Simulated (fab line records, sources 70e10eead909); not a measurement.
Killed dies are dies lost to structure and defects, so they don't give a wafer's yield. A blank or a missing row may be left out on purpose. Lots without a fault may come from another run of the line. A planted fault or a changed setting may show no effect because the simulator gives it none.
Which tool did it? | flow nand_harc | 22 lots, 66 wafers sampled, at 4 steps of a route of 1302

WHAT THE GAUGES READ, wafer by wafer
NHARC_P_M0_CD_MEAS_09: target cd 90 nm.
lot  | measured     | on        | cd_nm (nm)
L074 | day 5 22:46  | cd_sem-02 | 90.5 91.2 90.1
L075 | day 6 06:23  | cd_sem-01 | 91.0 89.4 89.6
L076 | day 6 22:54  | cd_sem-03 | 88.2 88.7 89.7
L077 | day 7 04:55  | cd_sem-03 | 91.0 90.7 91.5
L079 | day 8 03:31  | cd_sem-03 | 88.8 88.0 88.5
L078 | day 8 04:08  | cd_sem-03 | 88.8 88.3 90.5
L080 | day 8 22:04  | cd_sem-01 | 91.2 90.5 90.4
L081 | day 9 08:55  | cd_sem-01 | 90.5 91.0 90.8
L082 | day 9 09:28  | cd_sem-03 | 89.3 89.0 88.3
L083 | day 10 04:10 | cd_sem-01 | 89.7 87.9 89.1
L085 | day 10 17:52 | cd_sem-02 | 89.4 88.8 89.1
L086 | day 11 00:40 | cd_sem-01 | 88.1 87.2 88.3
L087 | day 11 06:35 | cd_sem-01 | 90.5 89.5 89.6
L088 | day 12 01:21 | cd_sem-02 | 90.3 92.1 90.3
L089 | day 12 04:46 | cd_sem-01 | 91.1 90.6 91.2
L090 | day 13 01:23 | cd_sem-03 | 88.6 90.0 88.8
L092 | day 13 19:44 | cd_sem-01 | 89.9 89.3 90.1
L093 | day 13 20:02 | cd_sem-03 | 91.5 91.7 93.0
L094 | day 14 10:16 | cd_sem-01 | 90.7 91.7 91.6
L095 | day 15 05:44 | cd_sem-02 | 90.6 88.6 89.2
L096 | day 15 17:06 | cd_sem-01 | 90.1 90.5 92.5
L097 | day 15 20:10 | cd_sem-02 | 89.2 88.6 89.1

WHICH TOOL RAN EACH LOT (tool, then ch and the chambers of the sampled wafers, then the start)
lot  | NHARC_P_GATE_DESCUM_93             | NHARC_P_CONTACT_ETCH_35            | NHARC_P_CONTACT_DEGAS_38
L074 | rie_diel-10 ch 1,3, day 5 14:20    | rie_diel-01 ch 0,1,3, day 5 18:59  | pvd_sputter-03, day 5 20:31
L075 | rie_diel-10 ch 0,1, day 5 21:50    | rie_diel-05 ch 1,3, day 6 02:30    | pvd_sputter-03, day 6 03:59
L076 | rie_diel-10 ch 1,2, day 6 14:11    | rie_diel-05 ch 1,2, day 6 18:58    | pvd_sputter-03, day 6 20:30
L077 | rie_diel-08 ch 1,3, day 6 20:16    | rie_diel-12 ch 0,2, day 7 01:02    | pvd_sputter-02, day 7 02:32
L079 | rie_diel-08 ch 0,1,2, day 7 18:49  | rie_diel-05 ch 0,1,2, day 7 23:35  | pvd_sputter-01, day 8 01:05
L078 | rie_diel-07 ch 0,1,3, day 7 19:15  | rie_diel-12 ch 0,1,2, day 8 00:04  | pvd_sputter-03, day 8 01:34
L080 | rie_diel-08 ch 1,3, day 8 13:21    | rie_diel-01 ch 0,1,2, day 8 18:08  | pvd_sputter-03, day 8 19:39
L081 | rie_diel-07 ch 0,3, day 9 00:10    | rie_diel-12 ch 0,2, day 9 05:01    | pvd_sputter-02, day 9 06:32
L082 | rie_diel-10 ch 0,2, day 9 00:38    | rie_diel-05 ch 0,1,2, day 9 05:26  | pvd_sputter-01, day 9 06:56
L083 | rie_diel-10 ch 1,2,3, day 9 19:19  | rie_diel-12 ch 0,1,3, day 10 00:16 | pvd_sputter-03, day 10 01:46
L085 | rie_diel-08 ch 0,1,3, day 10 09:10 | rie_diel-12 ch 2,3, day 10 13:58   | pvd_sputter-03, day 10 15:29
L086 | rie_diel-10 ch 2,3, day 10 15:17   | rie_diel-01 ch 1,2, day 10 20:15   | pvd_sputter-03, day 10 22:14
L087 | rie_diel-07 ch 0,1, day 10 21:58   | rie_diel-12 ch 0,2,3, day 11 02:39 | pvd_sputter-03, day 11 04:08
L088 | rie_diel-07 ch 1,3, day 11 16:29   | rie_diel-12 ch 2,3, day 11 21:34   | pvd_sputter-03, day 11 23:04
L089 | rie_diel-10 ch 0,1,2, day 11 19:47 | rie_diel-12 ch 0,2, day 12 00:34   | pvd_sputter-03, day 12 02:12
L090 | rie_diel-08 ch 1,2,3, day 12 16:41 | rie_diel-12 ch 0,1, day 12 21:26   | pvd_sputter-03, day 12 23:00
L092 | rie_diel-10 ch 0,1,2, day 13 11:02 | rie_diel-05 ch 0,1,2, day 13 15:50 | pvd_sputter-03, day 13 17:20
L093 | rie_diel-10 ch 0,1, day 13 11:20   | rie_diel-12 ch 0,2,3, day 13 16:08 | pvd_sputter-01, day 13 17:38
L094 | rie_diel-07 ch 1,3, day 14 01:44   | rie_diel-12 ch 1,2, day 14 06:22   | pvd_sputter-03, day 14 07:52
L095 | rie_diel-07 ch 2,3, day 14 20:41   | rie_diel-01 ch 1,2,3, day 15 01:52 | pvd_sputter-01, day 15 03:22
L096 | rie_diel-08 ch 1,2, day 15 07:54   | rie_diel-05 ch 1,2, day 15 13:03   | pvd_sputter-01, day 15 14:41
L097 | rie_diel-08 ch 1,2,3, day 15 10:53 | rie_diel-05 ch 0,1,2, day 15 16:08 | pvd_sputter-02, day 15 17:46
- NHARC_P_GATE_DESCUM_93: chemistry O2, time 3 s.
- NHARC_P_CONTACT_ETCH_35: etches the open film in CF4, target depth 39 nm, time 65 s.
- NHARC_P_CONTACT_DEGAS_38: time 60 s.

WHAT THE TOOLS THEMSELVES READ (means of the sampled wafers that have a number; where no wafer has one, the mark that the record gives instead)
NHARC_P_GATE_DESCUM_93.
lot  | tool        | drypump_motor_current_A (A) | oes_product_au (a.u.) | rf_vpp_V (V) | showerhead_plenum_p_Torr (Torr) | throttle_valve_pct (%)
L074 | rie_diel-10 | 6.2                         | 0.998                 | 56.8         | 1.79                            | 11.312
L075 | rie_diel-10 | 6.3                         | 1.014                 | 56.9         | 1.81                            | 11.311
L076 | rie_diel-10 | 6.2                         | 1.000                 | 57.4         | 1.79                            | 11.316
L077 | rie_diel-08 | 5.4                         | 1.003                 | 57.9         | 1.89                            | 11.308
L079 | rie_diel-08 | 5.7                         | 0.999                 | 57.8         | 1.85                            | 11.314
L078 | rie_diel-07 | 5.9                         | 1.002                 | 57.7         | 1.93                            | 11.325
L080 | rie_diel-08 | 5.4                         | 1.012                 | 57.3         | 1.89                            | 11.304
L081 | rie_diel-07 | 5.7                         | 0.992                 | 58.0         | 1.94                            | 11.312
L082 | rie_diel-10 | 5.9                         | 1.014                 | 57.5         | 1.82                            | 11.317
L083 | rie_diel-10 | 6.2                         | 1.001                 | 57.1         | 1.79                            | 11.316
L085 | rie_diel-08 | 5.6                         | 1.004                 | 57.3         | 1.85                            | 11.313
L086 | rie_diel-10 | 6.0                         | 0.993                 | 56.6         | 1.79                            | 11.311
L087 | rie_diel-07 | 6.1                         | 0.990                 | 57.9         | 1.92                            | 11.303
L088 | rie_diel-07 | 5.6                         | 1.003                 | 57.1         | 1.92                            | 11.299
L089 | rie_diel-10 | 6.1                         | 1.004                 | 57.4         | 1.82                            | 11.312
L090 | rie_diel-08 | 5.5                         | 1.006                 | 58.1         | 1.85                            | 11.304
L092 | rie_diel-10 | 6.1                         | 1.002                 | 56.9         | 1.81                            | 11.310
L093 | rie_diel-10 | 6.1                         | 1.012                 | 56.8         | 1.85                            | 11.313
L094 | rie_diel-07 | 5.8                         | 1.006                 | 57.4         | 1.91                            | 11.314
L095 | rie_diel-07 | 5.4                         | 0.999                 | 57.8         | 1.91                            | 11.313
L096 | rie_diel-08 | 5.6                         | 1.009                 | 58.0         | 1.85                            | 11.306
L097 | rie_diel-08 | 5.5                         | 1.003                 | 57.6         | 1.84                            | 11.313

NHARC_P_CONTACT_ETCH_35.
lot  | tool        | bias_w (W) | drypump_motor_current_A (A) | oes_product_au (a.u.) | rf_vpp_V (V) | showerhead_plenum_p_Torr (Torr) | throttle_valve_pct (%)
L074 | rie_diel-01 | 100.1      | 5.8                         | 1.008                 | 151.1        | 1.80                            | 13.282
L075 | rie_diel-05 | 100.1      | 6.2                         | 1.015                 | 151.2        | 1.82                            | 13.289
L076 | rie_diel-05 | 99.5       | 5.7                         | 1.003                 | 151.2        | 1.82                            | 13.281
L077 | rie_diel-12 | 99.9       | 5.9                         | 1.006                 | 152.0        | 1.81                            | 13.284
L079 | rie_diel-05 | 100.1      | 5.8                         | 1.004                 | 152.2        | 1.81                            | 13.274
L078 | rie_diel-12 | 99.9       | 5.9                         | 1.005                 | 151.9        | 1.82                            | 13.298
L080 | rie_diel-01 | 100.0      | 5.6                         | 0.994                 | 151.5        | 1.75                            | 13.277
L081 | rie_diel-12 | 100.1      | 5.9                         | 1.006                 | 152.6        | 1.81                            | 13.280
L082 | rie_diel-05 | 99.9       | 5.7                         | 0.988                 | 152.2        | 1.81                            | 13.282
L083 | rie_diel-12 | 100.5      | 5.8                         | 0.997                 | 152.3        | 1.80                            | 13.278
L085 | rie_diel-12 | 99.7       | 5.7                         | 1.004                 | 151.2        | 1.81                            | 13.275
L086 | rie_diel-01 | 100.0      | 5.9                         | 0.987                 | 150.8        | 1.71                            | 13.282
L087 | rie_diel-12 | 100.3      | 5.8                         | 1.015                 | 153.0        | 1.79                            | 13.283
L088 | rie_diel-12 | 99.8       | 5.8                         | 1.015                 | 151.9        | 1.82                            | 13.290
L089 | rie_diel-12 | 99.8       | 5.9                         | 1.011                 | 150.7        | 1.77                            | 13.287
L090 | rie_diel-12 | 99.8       | 5.9                         | 0.997                 | 151.2        | 1.78                            | 13.297
L092 | rie_diel-05 | 99.9       | 5.8                         | 0.994                 | 151.8        | 1.80                            | 13.280
L093 | rie_diel-12 | 100.0      | 5.8                         | 1.008                 | 151.9        | 1.79                            | 13.276
L094 | rie_diel-12 | 99.9       | 5.8                         | 1.005                 | 152.7        | 1.86                            | 13.287
L095 | rie_diel-01 | 100.2      | 6.1                         | 1.001                 | 150.9        | 1.77                            | 13.288
L096 | rie_diel-05 | 99.9       | 5.7                         | 0.996                 | 152.0        | 1.82                            | 13.282
L097 | rie_diel-05 | 99.5       | 5.7                         | 0.995                 | 152.3        | 1.80                            | 13.282

NHARC_P_CONTACT_DEGAS_38.
lot  | tool           | heater_power_w (W)
L074 | pvd_sputter-03 | 469
L075 | pvd_sputter-03 | 452
L076 | pvd_sputter-03 | 447
L077 | pvd_sputter-02 | 465
L079 | pvd_sputter-01 | 457
L078 | pvd_sputter-03 | 431
L080 | pvd_sputter-03 | 440
L081 | pvd_sputter-02 | 458
L082 | pvd_sputter-01 | 468
L083 | pvd_sputter-03 | 492
L085 | pvd_sputter-03 | 464
L086 | pvd_sputter-03 | 466
L087 | pvd_sputter-03 | 498
L088 | pvd_sputter-03 | 498
L089 | pvd_sputter-03 | 431
L090 | pvd_sputter-03 | 436
L092 | pvd_sputter-03 | 462
L093 | pvd_sputter-01 | 447
L094 | pvd_sputter-03 | 496
L095 | pvd_sputter-01 | 475
L096 | pvd_sputter-01 | 452
L097 | pvd_sputter-02 | 468

THE ANSWER, worked out from the rows above alone
Rule: what is usual is taken from the lots themselves. Put in order of their means at a reading, lots are off if they are a third of the lots or fewer, leave a main group of 4 or more, and stand apart from it by a gap of 3 or more times the standard deviation of the main group's means; of several such gaps the widest counts. A main group whose means are all the same, to the digits that the tables above print for the reading, isn't used. A lot without any number at a reading at which 4 lots or more have one is off too. The other lots that the step has rows for count as sound. The gauges are gone through in route order, then the tools' own readings, and for those a lot's mean is taken as printed above. The first step at which some lot is off is used, and at that step the reading that is off furthest; a lot without a number counts as furthest.
No lot is off at any reading shown: from this, nothing can be told.

WHAT THE SIMULATOR HAD PUT IN
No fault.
